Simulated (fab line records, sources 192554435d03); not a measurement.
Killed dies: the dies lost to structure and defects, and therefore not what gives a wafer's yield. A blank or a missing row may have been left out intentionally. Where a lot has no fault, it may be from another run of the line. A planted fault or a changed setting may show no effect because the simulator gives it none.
A struck lot beside a sound one	flow n5_finfet	35 steps out of a route of 1938
Sound: the wafers L619.2, L619.5, L619.6. Struck: wafer L633.1 (left out: L633.2, L633.3 of the same lot, which were not struck); the cause appears at the end.
Per side, at each step with rows, come the tool, then ch with its chambers, and then its first start. Under that, the readings that differ: sound wafers	struck wafers	difference of the means	sigmas: that difference in standard deviations of wafers without a fault.
alike: same words and numbers on both sides, and readings whose means sit less than 2 such deviations apart. not compared: any withheld reading, any reading some wafer has no value for, any bound like >300 that may hide the same value, and any number with overlapping values for which the record gives no deviation.
Wherever a step has rows on one side only, a row that says differs or no value, or a row with sigmas, the two part there. Non-overlapping numbers with no deviation appear without sigmas and do not part them. Lack of a reading on every wafer of one side parts them only where that side has two or more wafers.

first, 7 steps without rows for these wafers: N5_BEOL_M4_PRE_CLEAN_60 (time 15 s); N5_BEOL_M4_CO_CAP_55 (material Co, precursor CCTBA/H2, target thk 2 nm, time 102.1 s); N5_BEOL_M4_PRE_CLEAN_56 (time 15 s); N5_BEOL_M4_DEP_57 (deposits SiCN from 3MS/NH3, target thk 8 nm, time 14 s); N5_BEOL_M5_ILD_DEP_00 (deposits SiCOH lowk from DEMS/porogen, target thk 140.64 nm, time 25.9 s); N5_BEOL_M5_CURE_79 (cures SiCOH lowk, time 240 s); N5_BEOL_M5_PECVD_70 (deposits SiO2 from TEOS/O2, target thk 16 nm, time 18 s).
N5_BEOL_M5_HM_DEP_02: deposits TiN, target thk 20 nm.
  struck on pvd_sputter-02, day 13 03:50; sound on pvd_sputter-01, day 9 10:27
reading	sound	struck	difference	sigmas
model.TiN_of_BEOL_M5_HM_DEP_02.thk_nm (nm)	19.8 20.2 20	27.2	+7.2	
  alike: susceptor_temp_C, throttle_valve_pct
then, 16 steps without rows for these wafers: N5_BEOL_M5_COAT_59 (time 60 s, resist thk 60 nm); N5_BEOL_M5_COAT_60 (time 60 s, resist thk 12 nm); N5_BEOL_M5_COAT_71 (time 60 s, resist thk 5 nm); N5_BEOL_M5_COAT_05 (resist thk 30 nm); N5_BEOL_M5_EBR_07; N5_BEOL_M5_SOFTBAKE_06 (time 60 s); N5_BEOL_M5_EXPOSE_08 (exposes mask M5, target cd 28 nm); N5_BEOL_M5_PEB_09 (peb time 60 s); N5_BEOL_M5_DEVELOP_10 (develop time 30 s); N5_BEOL_M5_DESCUM_16 (chemistry O2, time 7 s); N5_BEOL_M5_ETCH_72 (etches underlayer in N2/H2, target depth 6.5 nm, time 5.2 s); N5_BEOL_M5_ETCH_61 (etches SiARC in CF4, target depth 15.6 nm, time 26 s); N5_BEOL_M5_ETCH_62 (etches SOC in N2/H2, target depth 75 nm, overetch 15 nm, time 112.5 s); N5_BEOL_M5_STRIP_63 (strips in N2/H2); N5_BEOL_M5_STRIP_73 (strips in N2/H2); N5_BEOL_M5_STRIP_64 (strips in CF4).
N5_BEOL_M5_HM_OPEN_17: chemistry Cl2/BCl3, target TiN, target depth 20 nm, overetch 6 nm.
  sound on rie_metal-03 ch 0,1, day 9 11:43; struck on rie_metal-02 ch 0, day 13 04:47
reading	sound	struck	difference	sigmas
drypump_motor_current_A (A)	6.4 6.0 6.4	5.2	-1.1	-3
oes_product_au (a.u.)	0.56 0.66 0.56	0.75	+0.16	+4
throttle_valve_pct (%)	22.34 22.43 22.35	21.92	-0.45	-5
model.etch.depth_nm (nm)	19.82 20.13 19.97	26.61	+6.64	
  alike: he_backside_leak_sccm, mfc_ar_sccm
  not compared: rf_hours_counter_h
then, 8 steps without rows for these wafers: N5_BEOL_M5_STRIP_19 (strips in O2); N5_BEOL_M5_COAT_65 (time 60 s, resist thk 60 nm); N5_BEOL_M5_COAT_66 (time 60 s, resist thk 12 nm); N5_BEOL_M5_COAT_74 (time 60 s, resist thk 5 nm); N5_BEOL_M5_COAT_22 (resist thk 30 nm); N5_BEOL_M5_EBR_24; N5_BEOL_M5_SOFTBAKE_23 (time 60 s); N5_BEOL_M5_EXPOSE_25 (exposes mask V4, defocus 10 nm).
N5_BEOL_M5_TRENCH_ETCH_37: etches SiCOH lowk in C4F6/O2, target depth 71.652 nm, time 24.7 s.
  sound on rie_diel-01 ch 2,3; struck on rie_diel-05 ch 0
reading	sound	struck	difference	sigmas
drypump_motor_current_A (A)	5.3 5.2 5.6	6.4	+1.0	+3
model.TiN_of_BEOL_M5_HM_DEP_02.thk_nm (nm)	17.6 18 17.8	25.2	+7.4	
  alike: mfc_ar_sccm, oes_product_au, rf_vpp_V, showerhead_plenum_p_Torr, throttle_valve_pct
  not compared: rf_hours_counter_h, model.BEOL_M5.cd_nm
-- a jump in the record: the struck wafers' starts before and after are 4 days apart (it breaks off in module BEOL_M5 and resumes in module PASSIVATION, where the first step shown is number 1936 of the route) --
N5_PASSIVATION_PROBE_49:
  record: rows for the struck wafers here (prober-01, day 17 10:08), none for the sound ones

== WHERE THEY PART ==
At N5_BEOL_M5_HM_OPEN_17 first; at N5_PASSIVATION_PROBE_49 last (within this record only).

WHY: what had been put in by the simulator
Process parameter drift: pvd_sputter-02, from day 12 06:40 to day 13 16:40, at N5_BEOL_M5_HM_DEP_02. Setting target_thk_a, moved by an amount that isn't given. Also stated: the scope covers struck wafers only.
